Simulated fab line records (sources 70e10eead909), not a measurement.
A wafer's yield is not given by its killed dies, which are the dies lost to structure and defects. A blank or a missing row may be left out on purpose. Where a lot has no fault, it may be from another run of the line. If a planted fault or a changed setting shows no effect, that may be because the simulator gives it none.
Which tool is to blame?	flow nand harc	24 lots, 72 wafers sampled, at 6 steps of a route of 1302

== WHAT THE GAUGES SHOWED, per wafer ==
NHARC_P_GATE_OVL_MEAS_27. Usual: overlay x nm 0.1 nm, standard deviation 0.85; overlay y nm 0.1 nm, standard deviation 0.92.
lot	measured	on	overlay x nm (nm)	overlay y nm (nm)	flag
L074	day 4 22:22	overlay-02	0.8 1.1 1.2	-0.5 0.1 -0.5	
L075	day 5 16:05	overlay-02	0.2 0.5 0.5	0.1 -0.1 0.5	
L076	day 5 18:17	overlay-01	-0.6 -0.4 -0.3	1.1 0.8 1.2	
L077	day 6 12:20	overlay-01	0.4 0.3 0.7	-2.3 -2.2 -2.3	
L078	day 6 19:19	overlay-01	0.8 1.1 0.7	-1.7 -1.2 -1.5	
L079	day 6 23:37	overlay-01	-1.2 -1.0 -0.6	-1.2 -0.5 -0.8	
L080	day 7 11:46	overlay-01	2.3 1.9 2.3	0.7 0.5 0.8	
L081	day 7 22:29	overlay-01	-1.2 -0.9 -0.8	0.4 0.2 0.7	
L082	day 8 09:44	overlay-02	0.2 0.7 0.2	-0.7 -0.6 -0.5	
L084	day 9 00:25	overlay-01	0.7 0.2 0.2	-0.8 -0.7 -0.5	
L083	day 9 00:35	overlay-02	0.5 0.2 0.5	0.9 1.3 0.5	
L085	day 9 12:52	overlay-01	0.7 0.2 0.4	1.0 1.0 1.0	
L086	day 9 21:12	overlay-01	1.3 0.9 0.8	0.3 0.2 -0.6	
L087	day 10 08:55	overlay-01	-0.4 0.0 0.8	0.4 0.0 0.2	
L089	day 11 03:57	overlay-02	0.8 1.0 0.5	0.4 0.1 0.3	
L088	day 11 04:06	overlay-01	-1.7 -1.7 -1.2	0.1 0.0 0.2	
L090	day 11 16:24	overlay-02	0.5 0.4 0.7	0.1 0.9 0.6	
L091	day 12 03:46	overlay-02	-0.2 -0.4 -0.2	0.4 0.5 0.7	
L092	day 12 17:01	overlay-01	-0.7 -1.8 -0.6	-0.5 -0.3 -0.4	
L093	day 13 03:53	overlay-02	-0.7 -0.7 -0.7	1.3 1.2 1.8	
L094	day 13 04:39	overlay-01	-1.0 -1.2 -1.2	-0.1 -0.1 -0.6	
L095	day 13 22:38	overlay-02	0.0 0.6 0.4	-1.4 -1.2 -1.1	
L096	day 14 03:23	overlay-02	-0.6 0.4 0.1	2.1 1.8 1.4	
L097	day 14 12:37	overlay-01	0.6 0.5 0.0	1.2 0.3 0.9	

NHARC_P_M0_INSPECT_27. Usual: raw defect count reads 283 (standard deviation 120).
lot	measured	on	raw defect count	flag
L074	day 6 01:29	defect inspect-01	416 293 395	
L075	day 6 19:02	defect inspect-02	417 368 752	
L076	day 6 22:32	defect inspect-01	147 151 264	
L077	day 7 15:08	defect inspect-01	208 153 89	
L078	day 7 22:30	defect inspect-01	178 204 162	
L079	day 8 02:58	defect inspect-02	225 580 256	
L080	day 8 14:45	defect inspect-01	344 389 227	
L081	day 9 01:19	defect inspect-02	273 226 256	
L082	day 9 14:25	defect inspect-01	311 260 487	
L084	day 10 05:01	defect inspect-01	314 218 195	
L083	day 10 03:14	defect inspect-01	173 122 186	
L085	day 10 17:45	defect inspect-01	411 258 385	
L086	day 11 00:14	defect inspect-01	398 379 460	
L087	day 11 11:46	defect inspect-02	246 170 218	
L089	day 12 06:42	defect inspect-02	195 245 203	
L088	day 12 07:24	defect inspect-02	161 249 205	
L090	day 12 19:25	defect inspect-01	202 230 268	
L091	day 13 06:43	defect inspect-02	276 359 263	
L092	day 13 19:47	defect inspect-01	242 296 240	
L093	day 14 06:26	defect inspect-02	135 217 318	
L094	day 14 07:37	defect inspect-01	449 351 239	
L095	day 15 01:08	defect inspect-02	357 209 292	
L096	day 15 06:57	defect inspect-02	364 426 447	
L097	day 15 16:10	defect inspect-02	190 175 181	

== WHAT TOOL EACH LOT RAN ON (gives the tool, then ch and the chambers of the sampled wafers, and finally the start) ==
lot	NHARC_P_GATE_ETCH_104	NHARC_P_CONTACT_DEGAS_38	NHARC_P_M0_DESCUM_14	NHARC_P_M0_PRE_CLEAN_29
L074	rie diel-03 ch 0,2, day 4 22:35	pvd sputter-01, day 5 20:08	rie diel-04 ch 1,2, day 5 22:42	pvd sputter-02, day 6 01:29 or earlier
L075	rie diel-11 ch 0,2, day 5 16:17	pvd sputter-01, day 6 14:05	rie diel-09 ch 0,1, day 6 16:34	pvd sputter-01, day 6 19:02 or earlier
L076	rie diel-03 ch 0,3, day 5 18:29	pvd sputter-03, day 6 16:24	rie diel-08 ch 1,2,3, day 6 19:13	pvd sputter-02, day 6 22:32 or earlier
L077	rie diel-03 ch 0,2,3, day 6 12:32	pvd sputter-01, day 7 10:02	rie diel-09 ch 1,2, day 7 12:33	pvd sputter-03, day 7 15:08 or earlier
L078	rie diel-06 ch 2,3, day 6 19:30	pvd sputter-02, day 7 17:02	rie diel-09 ch 1,2,3, day 7 19:39	pvd sputter-01, day 7 22:30 or earlier
L079	rie diel-11 ch 1,2, day 6 23:49	pvd sputter-02, day 7 21:44	rie diel-04 ch 0,1, day 8 00:19	pvd sputter-01, day 8 02:58 or earlier
L080	rie diel-03 ch 0,1,3, day 7 11:58	pvd sputter-01, day 8 09:41	rie diel-09 ch 0,1,2, day 8 12:18	pvd sputter-03, day 8 14:45 or earlier
L081	rie diel-03 ch 0,1,3, day 7 22:40	pvd sputter-01, day 8 20:20	rie diel-08 ch 0,1,3, day 8 22:48	pvd sputter-03, day 9 01:19 or earlier
L082	rie diel-06 ch 1,2,3, day 8 09:55	pvd sputter-03, day 9 09:25	rie diel-09 ch 0,1,3, day 9 11:56	pvd sputter-01, day 9 14:25 or earlier
L084	rie diel-03 ch 0,1,3, day 9 00:36	pvd sputter-02, day 9 23:58	rie diel-09 ch 2,3, day 10 02:33	pvd sputter-02, day 10 05:01 or earlier
L083	rie diel-06 ch 0,2, day 9 00:46	pvd sputter-02, day 9 22:19	rie diel-09 ch 0,2, day 10 00:46	pvd sputter-03, day 10 03:14 or earlier
L085	rie diel-06 ch 1,2,3, day 9 13:04	pvd sputter-03, day 10 12:42	rie diel-09 ch 1,2,3, day 10 15:17	pvd sputter-02, day 10 17:45 or earlier
L086	rie diel-06 ch 0,1,3, day 9 21:23	pvd sputter-03, day 10 19:16	rie diel-08 ch 0,1,3, day 10 21:46	pvd sputter-03, day 11 00:14 or earlier
L087	rie diel-03 ch 0,3, day 10 09:08	pvd sputter-02, day 11 06:43	rie diel-04 ch 0,1,3, day 11 09:18	pvd sputter-03, day 11 11:46 or earlier
L089	rie diel-06 ch 0,1, day 11 04:08	pvd sputter-03, day 12 01:35	rie diel-09 ch 0,1, day 12 04:11	pvd sputter-02, day 12 06:42 or earlier
L088	rie diel-03 ch 1,2, day 11 04:19	pvd sputter-01, day 12 02:21	rie diel-08 ch 0,2,3, day 12 04:49	pvd sputter-01, day 12 07:24 or earlier
L090	rie diel-06 ch 0,1,2, day 11 16:35	pvd sputter-03, day 12 14:24	rie diel-09 ch 0,2,3, day 12 16:57	pvd sputter-03, day 12 19:25 or earlier
L091	rie diel-03 ch 0,3, day 12 03:57	pvd sputter-01, day 13 01:40	rie diel-09 ch 2,3, day 13 04:08	pvd sputter-01, day 13 06:43 or earlier
L092	rie diel-11 ch 0,3, day 12 17:12	pvd sputter-03, day 13 14:30	rie diel-09 ch 0,1,3, day 13 17:07	pvd sputter-02, day 13 19:47 or earlier
L093	rie diel-03 ch 2,3, day 13 04:04	pvd sputter-03, day 14 01:29	rie diel-04 ch 0,1,3, day 14 03:59	pvd sputter-03, day 14 06:26 or earlier
L094	rie diel-03 ch 0,2,3, day 13 04:50	pvd sputter-02, day 14 02:25	rie diel-04 ch 0,1,2, day 14 05:01	pvd sputter-03, day 14 07:37 or earlier
L095	rie diel-03 ch 0,3, day 13 22:50	pvd sputter-01, day 14 20:13	rie diel-09 ch 0,3, day 14 22:39	pvd sputter-03, day 15 01:08 or earlier
L096	rie diel-03 ch 2,3, day 14 03:35	pvd sputter-02, day 15 01:29	rie diel-09 ch 0,1, day 15 04:07	pvd sputter-03, day 15 06:57 or earlier
L097	rie diel-03 ch 1,3, day 14 12:48	pvd sputter-03, day 15 10:34	rie diel-09 ch 0,1,3, day 15 13:42	pvd sputter-02, day 15 16:10 or earlier
- NHARC_P_GATE_ETCH_104: etches the open film in CF4/CHF3, target depth 60 nm.
- NHARC_P_CONTACT_DEGAS_38: time 60 s.
- NHARC_P_M0_DESCUM_14: chemistry O2, time 3 s.
- NHARC_P_M0_PRE_CLEAN_29: time 30 s.

== AS READ BY THE TOOLS THEMSELVES (means over the sampled wafers that have a number; for cases with no such wafer, the mark the record gives instead) ==
NHARC_P_GATE_ETCH_104. Usual: cf4 flow sccm 100.0 sccm, standard deviation 0.3; drypump motor current A 5.7 A, standard deviation 0.44; oes product au 0.946 a.u., standard deviation 0.023; rf fwd power W 492.7 W, standard deviation 2.1; rf vpp V 371.7 V, standard deviation 2.2; showerhead plenum p Torr 1.61 Torr, standard deviation 0.06; throttle valve pct 16.802 %, standard deviation 0.01.
lot	tool	cf4 flow sccm (sccm)	drypump motor current A (A)	oes product au (a.u.)	rf fwd power W (W)	rf vpp V (V)	showerhead plenum p Torr (Torr)	throttle valve pct (%)	flag
L074	rie diel-03	100.2	5.9	0.951	490.4	373.4	1.65	16.802	
L075	rie diel-11	100.0	5.9	0.923	494.8	372.8	1.65	16.796	
L076	rie diel-03	99.9	5.0	0.970	490.3	373.5	1.65	16.809	
L077	rie diel-03	100.0	5.5	0.972	492.1	373.7	1.65	16.798	
L078	rie diel-06	100.2	6.0	0.972	494.8	369.9	1.55	16.807	
L079	rie diel-11	100.1	6.0	0.925	496.2	373.1	1.65	16.808	
L080	rie diel-03	100.2	5.3	0.966	490.9	371.0	1.59	16.804	
L081	rie diel-03	100.1	5.3	0.924	492.8	370.8	1.59	16.796	
L082	rie diel-06	99.6	5.8	0.937	495.1	370.0	1.57	16.809	
L084	rie diel-03	99.7	5.3	0.924	492.9	372.2	1.59	16.799	
L083	rie diel-06	99.8	6.1	0.962	492.8	372.2	1.63	16.806	
L085	rie diel-06	99.9	5.8	0.970	494.4	370.2	1.57	16.799	
L086	rie diel-06	100.1	5.8	0.916	493.9	372.2	1.60	16.803	
L087	rie diel-03	100.0	5.3	0.946	490.5	373.8	1.63	16.805	
L089	rie diel-06	100.2	5.9	0.936	491.0	373.3	1.64	16.793	
L088	rie diel-03	99.9	6.0	0.933	490.9	372.6	1.60	16.799	
L090	rie diel-06	100.1	5.9	0.961	493.9	371.9	1.61	16.800	
L091	rie diel-03	99.9	5.3	0.928	491.5	372.5	1.63	16.794	
L092	rie diel-11	99.8	6.0	0.926	493.0	370.8	1.60	16.795	
L093	rie diel-03	100.1	5.2	0.980	491.6	373.2	1.66	16.797	
L094	rie diel-03	100.1	5.4	0.964	492.2	372.9	1.65	16.804	
L095	rie diel-03	99.8	5.3	0.973	492.6	373.2	1.63	16.806	
L096	rie diel-03	99.7	5.2	0.938	491.5	374.0	1.66	16.801	
L097	rie diel-03	100.2	5.4	0.931	492.0	370.4	1.55	16.806	

NHARC_P_CONTACT_DEGAS_38. Usual: heater power w reads 473 W (standard deviation 57).
lot	tool	heater power w (W)	flag
L074	pvd sputter-01	495	
L075	pvd sputter-01	466	
L076	pvd sputter-03	494	
L077	pvd sputter-01	516	
L078	pvd sputter-02	439	
L079	pvd sputter-02	441	
L080	pvd sputter-01	460	
L081	pvd sputter-01	499	
L082	pvd sputter-03	489	
L084	pvd sputter-02	410	
L083	pvd sputter-02	438	
L085	pvd sputter-03	510	
L086	pvd sputter-03	508	
L087	pvd sputter-02	390	
L089	pvd sputter-03	478	
L088	pvd sputter-01	527	
L090	pvd sputter-03	489	
L091	pvd sputter-01	490	
L092	pvd sputter-03	512	
L093	pvd sputter-03	504	
L094	pvd sputter-02	392	
L095	pvd sputter-01	470	
L096	pvd sputter-02	421	
L097	pvd sputter-03	507	

NHARC_P_M0_DESCUM_14. Usual: drypump motor current A 5.7 A, standard deviation 0.57; oes product au 1.001 a.u., standard deviation 0.0072; rf vpp V 57.9 V, standard deviation 0.91; showerhead plenum p Torr 1.93 Torr, standard deviation 0.072; throttle valve pct 11.311 %, standard deviation 0.0095.
lot	tool	drypump motor current A (A)	oes product au (a.u.)	rf vpp V (V)	showerhead plenum p Torr (Torr)	throttle valve pct (%)	flag
L074	rie diel-04	5.1	1.003	58.7	1.92	11.317	
L075	rie diel-09	6.5	0.994	57.4	1.96	11.315	
L076	rie diel-08	5.7	1.008	57.8	1.85	11.310	
L077	rie diel-09	6.1	0.999	57.2	1.89	11.316	
L078	rie diel-09	5.7	1.008	57.4	1.93	11.310	
L079	rie diel-04	5.1	1.001	57.3	1.87	11.303	
L080	rie diel-09	6.0	0.994	58.7	1.93	11.311	
L081	rie diel-08	5.7	1.001	57.9	1.91	11.308	
L082	rie diel-09	6.1	0.994	58.5	1.96	11.310	
L084	rie diel-09	5.2	1.007	57.9	1.93	11.325	
L083	rie diel-09	5.5	1.003	58.4	1.93	11.309	
L085	rie diel-09	5.7	1.000	57.4	1.92	11.321	
L086	rie diel-08	5.7	1.000	57.8	1.91	11.306	
L087	rie diel-04	5.3	1.008	57.8	1.92	11.310	
L089	rie diel-09	6.4	1.005	58.7	1.96	11.315	
L088	rie diel-08	5.5	1.004	57.1	1.93	11.306	
L090	rie diel-09	5.7	1.004	57.3	1.96	11.304	
L091	rie diel-09	5.2	0.998	57.6	1.92	11.308	
L092	rie diel-09	6.1	1.013	57.9	1.95	11.316	
L093	rie diel-04	5.3	1.002	57.3	1.91	11.313	
L094	rie diel-04	5.5	1.004	58.0	1.93	11.316	
L095	rie diel-09	5.8	0.997	58.2	1.99	11.310	
L096	rie diel-09	6.4	1.004	57.8	1.95	11.317	
L097	rie diel-09	6.1	0.999	58.6	1.95	11.314	

NHARC_P_M0_PRE_CLEAN_29. Usual: heater power w reads 414 W (standard deviation 48).
lot	tool	heater power w (W)	flag
L074	pvd sputter-02	339	
L075	pvd sputter-01	433	
L076	pvd sputter-02	382	
L077	pvd sputter-03	446	
L078	pvd sputter-01	455	
L079	pvd sputter-01	461	
L080	pvd sputter-03	426	
L081	pvd sputter-03	429	
L082	pvd sputter-01	432	
L084	pvd sputter-02	346	
L083	pvd sputter-03	444	
L085	pvd sputter-02	370	
L086	pvd sputter-03	431	
L087	pvd sputter-03	450	
L089	pvd sputter-02	355	
L088	pvd sputter-01	433	
L090	pvd sputter-03	418	
L091	pvd sputter-01	418	
L092	pvd sputter-02	350	
L093	pvd sputter-03	433	
L094	pvd sputter-03	428	
L095	pvd sputter-03	433	
L096	pvd sputter-03	451	
L097	pvd sputter-02	382	

== THE ANSWER, worked out from the rows above alone ==
Rule: lot off if the mean of its wafers having a number is beyond 3 standard deviations from the usual mean. A lot without any number at a reading at which 4 lots or more have one is off too. The other lots that the step has rows for count as sound. First the gauges in route order, then the tools' own readings, where a lot's mean is used as printed above. At the first step where some lot is off, the reading lying furthest off is the one used; lots without a number count as furthest.
Nothing can be told from this: no lot is off at any reading shown.

== WHAT THE SIMULATOR HAD PUT IN ==
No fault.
